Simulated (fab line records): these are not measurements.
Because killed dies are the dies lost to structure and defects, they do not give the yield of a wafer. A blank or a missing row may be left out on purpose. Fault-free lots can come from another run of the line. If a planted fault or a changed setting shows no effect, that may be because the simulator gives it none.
Which tool was responsible? || flow n5Finfet || 33 wafers from 11 lots sampled at 4 of the route's 1938 steps

## WHAT THE GAUGES READ, wafer by wafer
N5_BEOL_M5_CD_MEAS_11: target cd 27.74 nm.
{"lot": "L786", "measured": "day 9 08:41", "on": "cdSem-03", "cdNm (nm)": "28.21 27.89 28.32"}
{"lot": "L789", "measured": "day 9 17:02", "on": "cdSem-01", "cdNm (nm)": "28.39 28.23 28.19"}
{"lot": "L790", "measured": "day 10 09:03", "on": "cdSem-03", "cdNm (nm)": "27.84 28.29 28.04"}
{"lot": "L792", "measured": "day 10 15:14", "on": "cdSem-01", "cdNm (nm)": "27.96 28.23 28.06"}
{"lot": "L795", "measured": "day 11 13:27", "on": "cdSem-01", "cdNm (nm)": "27.91 28.09 28.20"}
{"lot": "L796", "measured": "day 11 20:02", "on": "cdSem-01", "cdNm (nm)": "27.81 28.28 27.91"}
{"lot": "L797", "measured": "day 12 05:32", "on": "cdSem-03", "cdNm (nm)": "28.19 27.98 28.22"}
{"lot": "L802", "measured": "day 13 04:42", "on": "cdSem-03", "cdNm (nm)": "28.25 28.48 28.39"}
{"lot": "L806", "measured": "day 14 05:22", "on": "cdSem-02", "cdNm (nm)": "28.07 28.16 27.92"}
{"lot": "L808", "measured": "day 14 20:03", "on": "cdSem-02", "cdNm (nm)": "28.10 27.96 28.25"}
{"lot": "L809", "measured": "day 15 09:01", "on": "cdSem-01", "cdNm (nm)": "28.03 27.92 27.77"}

N5_BEOL_M5_CD_MEAS_18: pitch 56 nm, target cd 28 nm.
{"lot": "L786", "measured": "day 9 09:20", "on": "cdSem-01", "cdNm (nm)": "27.77 28.08 28.31"}
{"lot": "L789", "measured": "day 9 17:50", "on": "cdSem-03", "cdNm (nm)": "27.95 27.83 27.91"}
{"lot": "L790", "measured": "day 10 09:56", "on": "cdSem-01", "cdNm (nm)": "28.16 27.90 28.09"}
{"lot": "L792", "measured": "day 10 16:26", "on": "cdSem-03", "cdNm (nm)": "28.24 28.26 28.00"}
{"lot": "L795", "measured": "day 11 14:00", "on": "cdSem-03", "cdNm (nm)": "28.62 28.46 28.50"}
{"lot": "L796", "measured": "day 11 20:40", "on": "cdSem-01", "cdNm (nm)": "27.98 27.89 27.71"}
{"lot": "L797", "measured": "day 12 06:05", "on": "cdSem-03", "cdNm (nm)": "28.37 27.90 28.57"}
{"lot": "L802", "measured": "day 13 05:15", "on": "cdSem-02", "cdNm (nm)": "28.24 28.25 27.98"}
{"lot": "L806", "measured": "day 14 05:55", "on": "cdSem-02", "cdNm (nm)": "27.80 27.98 27.78"}
{"lot": "L808", "measured": "day 14 20:40", "on": "cdSem-01", "cdNm (nm)": "28.29 28.42 27.59"}
{"lot": "L809", "measured": "day 15 09:37", "on": "cdSem-03", "cdNm (nm)": "28.11 28.24 28.05"}

## WHAT TOOL EACH LOT RAN ON (gives the tool, then ch and the chambers of the sampled wafers, and finally the start)
{"lot": "L786", "N5_BEOL_M4_SPUTTER_94": "pvdSputter-02, day 9 04:59", "N5_BEOL_M5_ETCH_72": "rieDiel-01 ch 0,3, day 9 08:50"}
{"lot": "L789", "N5_BEOL_M4_SPUTTER_94": "pvdSputter-02, day 9 10:43", "N5_BEOL_M5_ETCH_72": "rieDiel-01 ch 1,2,3, day 9 17:26"}
{"lot": "L790", "N5_BEOL_M4_SPUTTER_94": "pvdSputter-01, day 10 04:26", "N5_BEOL_M5_ETCH_72": "rieDiel-06 ch 0,2,3, day 10 09:32"}
{"lot": "L792", "N5_BEOL_M4_SPUTTER_94": "pvdSputter-01, day 10 11:47", "N5_BEOL_M5_ETCH_72": "rieDiel-01 ch 0,3, day 10 16:00"}
{"lot": "L795", "N5_BEOL_M4_SPUTTER_94": "pvdSputter-02, day 11 07:50", "N5_BEOL_M5_ETCH_72": "rieDiel-06 ch 0,2,3, day 11 13:36"}
{"lot": "L796", "N5_BEOL_M4_SPUTTER_94": "pvdSputter-01, day 11 15:37", "N5_BEOL_M5_ETCH_72": "rieDiel-01 ch 1,2, day 11 20:11"}
{"lot": "L797", "N5_BEOL_M4_SPUTTER_94": "pvdSputter-03, day 11 23:13", "N5_BEOL_M5_ETCH_72": "rieDiel-01 ch 0,1, day 12 05:41"}
{"lot": "L802", "N5_BEOL_M4_SPUTTER_94": "pvdSputter-03, day 13 00:18", "N5_BEOL_M5_ETCH_72": "rieDiel-01 ch 1,2,3, day 13 04:52"}
{"lot": "L806", "N5_BEOL_M4_SPUTTER_94": "pvdSputter-01, day 14 02:00", "N5_BEOL_M5_ETCH_72": "rieDiel-06 ch 0,1,2, day 14 05:32"}
{"lot": "L808", "N5_BEOL_M4_SPUTTER_94": "pvdSputter-01, day 14 14:20", "N5_BEOL_M5_ETCH_72": "rieDiel-04 ch 0,1,2, day 14 20:13"}
{"lot": "L809", "N5_BEOL_M4_SPUTTER_94": "pvdSputter-01, day 15 04:52", "N5_BEOL_M5_ETCH_72": "rieDiel-06 ch 0,2, day 15 09:11"}
- N5_BEOL_M4_SPUTTER_94: material Cu, target thk 4.5 nm, time 8.29 s.
- N5_BEOL_M5_ETCH_72: etches underlayer in N2/H2, target depth 6.5 nm, time 5.2 s.

## WHAT THE TOOLS THEMSELVES READ (means of the sampled wafers that have a number; where no wafer has one, the mark that the record gives instead)
N5_BEOL_M4_SPUTTER_94.
{"lot": "L786", "tool": "pvdSputter-02", "throttleValvePct (%)": 29.4}
{"lot": "L789", "tool": "pvdSputter-02", "throttleValvePct (%)": 29.5}
{"lot": "L790", "tool": "pvdSputter-01", "throttleValvePct (%)": 30.7}
{"lot": "L792", "tool": "pvdSputter-01", "throttleValvePct (%)": 30.5}
{"lot": "L795", "tool": "pvdSputter-02", "throttleValvePct (%)": 29.7}
{"lot": "L796", "tool": "pvdSputter-01", "throttleValvePct (%)": 30.7}
{"lot": "L797", "tool": "pvdSputter-03", "throttleValvePct (%)": 31.2}
{"lot": "L802", "tool": "pvdSputter-03", "throttleValvePct (%)": 31.8}
{"lot": "L806", "tool": "pvdSputter-01", "throttleValvePct (%)": 30.3}
{"lot": "L808", "tool": "pvdSputter-01", "throttleValvePct (%)": 30.3}
{"lot": "L809", "tool": "pvdSputter-01", "throttleValvePct (%)": 30.4}

N5_BEOL_M5_ETCH_72.
{"lot": "L786", "tool": "rieDiel-01", "biasW (W)": 149.7, "drypumpMotorCurrentA (A)": 5.4, "etchRfOnTimeS (s)": 5.08, "oesProductAu (a.u.)": 0.77, "rfVppV (V)": 523.6, "showerheadPlenumPTorr (Torr)": 2.52, "throttleValvePct (%)": 17.52}
{"lot": "L789", "tool": "rieDiel-01", "biasW (W)": 150.3, "drypumpMotorCurrentA (A)": 5.7, "etchRfOnTimeS (s)": 5.14, "oesProductAu (a.u.)": 0.71, "rfVppV (V)": 524.1, "showerheadPlenumPTorr (Torr)": 2.50, "throttleValvePct (%)": 17.69}
{"lot": "L790", "tool": "rieDiel-06", "biasW (W)": 150.4, "drypumpMotorCurrentA (A)": 6.0, "etchRfOnTimeS (s)": 5.19, "oesProductAu (a.u.)": 0.71, "rfVppV (V)": 524.3, "showerheadPlenumPTorr (Torr)": 2.54, "throttleValvePct (%)": 17.95}
{"lot": "L792", "tool": "rieDiel-01", "biasW (W)": 149.4, "drypumpMotorCurrentA (A)": 5.4, "etchRfOnTimeS (s)": 5.17, "oesProductAu (a.u.)": 0.72, "rfVppV (V)": 523.8, "showerheadPlenumPTorr (Torr)": 2.55, "throttleValvePct (%)": 17.64}
{"lot": "L795", "tool": "rieDiel-06", "biasW (W)": 149.8, "drypumpMotorCurrentA (A)": 6.0, "etchRfOnTimeS (s)": 5.23, "oesProductAu (a.u.)": 0.69, "rfVppV (V)": 523.5, "showerheadPlenumPTorr (Torr)": 2.53, "throttleValvePct (%)": 17.97}
{"lot": "L796", "tool": "rieDiel-01", "biasW (W)": 150.1, "drypumpMotorCurrentA (A)": 6.2, "etchRfOnTimeS (s)": 5.18, "oesProductAu (a.u.)": 0.66, "rfVppV (V)": 523.0, "showerheadPlenumPTorr (Torr)": 2.52, "throttleValvePct (%)": 17.86}
{"lot": "L797", "tool": "rieDiel-01", "biasW (W)": 150.2, "drypumpMotorCurrentA (A)": 6.4, "etchRfOnTimeS (s)": 5.28, "oesProductAu (a.u.)": 0.67, "rfVppV (V)": 524.1, "showerheadPlenumPTorr (Torr)": 2.56, "throttleValvePct (%)": 17.81}
{"lot": "L802", "tool": "rieDiel-01", "biasW (W)": 164.4, "drypumpMotorCurrentA (A)": 5.7, "etchRfOnTimeS (s)": 4.94, "oesProductAu (a.u.)": 0.70, "rfVppV (V)": 550.8, "showerheadPlenumPTorr (Torr)": 2.49, "throttleValvePct (%)": 17.76}
{"lot": "L806", "tool": "rieDiel-06", "biasW (W)": 150.0, "drypumpMotorCurrentA (A)": 5.9, "etchRfOnTimeS (s)": 5.17, "oesProductAu (a.u.)": 0.68, "rfVppV (V)": 524.0, "showerheadPlenumPTorr (Torr)": 2.55, "throttleValvePct (%)": 17.88}
{"lot": "L808", "tool": "rieDiel-04", "biasW (W)": 150.0, "drypumpMotorCurrentA (A)": 5.8, "etchRfOnTimeS (s)": 5.19, "oesProductAu (a.u.)": 0.66, "rfVppV (V)": 525.3, "showerheadPlenumPTorr (Torr)": 2.59, "throttleValvePct (%)": 17.93}
{"lot": "L809", "tool": "rieDiel-06", "biasW (W)": 149.6, "drypumpMotorCurrentA (A)": 6.5, "etchRfOnTimeS (s)": 5.07, "oesProductAu (a.u.)": 0.72, "rfVppV (V)": 526.4, "showerheadPlenumPTorr (Torr)": 2.58, "throttleValvePct (%)": 17.89}

## THE ANSWER, worked out from the rows above alone
Rule: usual is defined by the lots themselves. The widest of any qualifying gaps counts: lots, ordered by their means at a reading, are off when they make up no more than a third of the lots, leave a main group of 4 or more, and stand apart from it by 3 or more times the standard deviation of that group's means. The tables above print the reading to a certain number of digits; a main group whose means all agree to those digits is not used. A lot without any number at a reading at which 4 lots or more have one is off too. All remaining lots with rows at the step are treated as sound. The gauges are gone through in route order, then the tools' own readings, and for those a lot's mean is taken as printed above. The first step at which some lot is off is used, and at that step the reading that is off furthest; a lot without a number counts as furthest.
Off at N5_BEOL_M5_ETCH_72 (biasW): L802. Main group: mean 149.9 W, sd 0.3.
A tool fits if, at that step or a process step before it, it ran every lot that is off, and no sound lot after the first of them. Can't be told from this: 2 tools fit, pvdSputter-03 at N5_BEOL_M4_SPUTTER_94, rieDiel-01 at N5_BEOL_M5_ETCH_72.

## WHAT HAD BEEN PUT IN BY THE SIMULATOR
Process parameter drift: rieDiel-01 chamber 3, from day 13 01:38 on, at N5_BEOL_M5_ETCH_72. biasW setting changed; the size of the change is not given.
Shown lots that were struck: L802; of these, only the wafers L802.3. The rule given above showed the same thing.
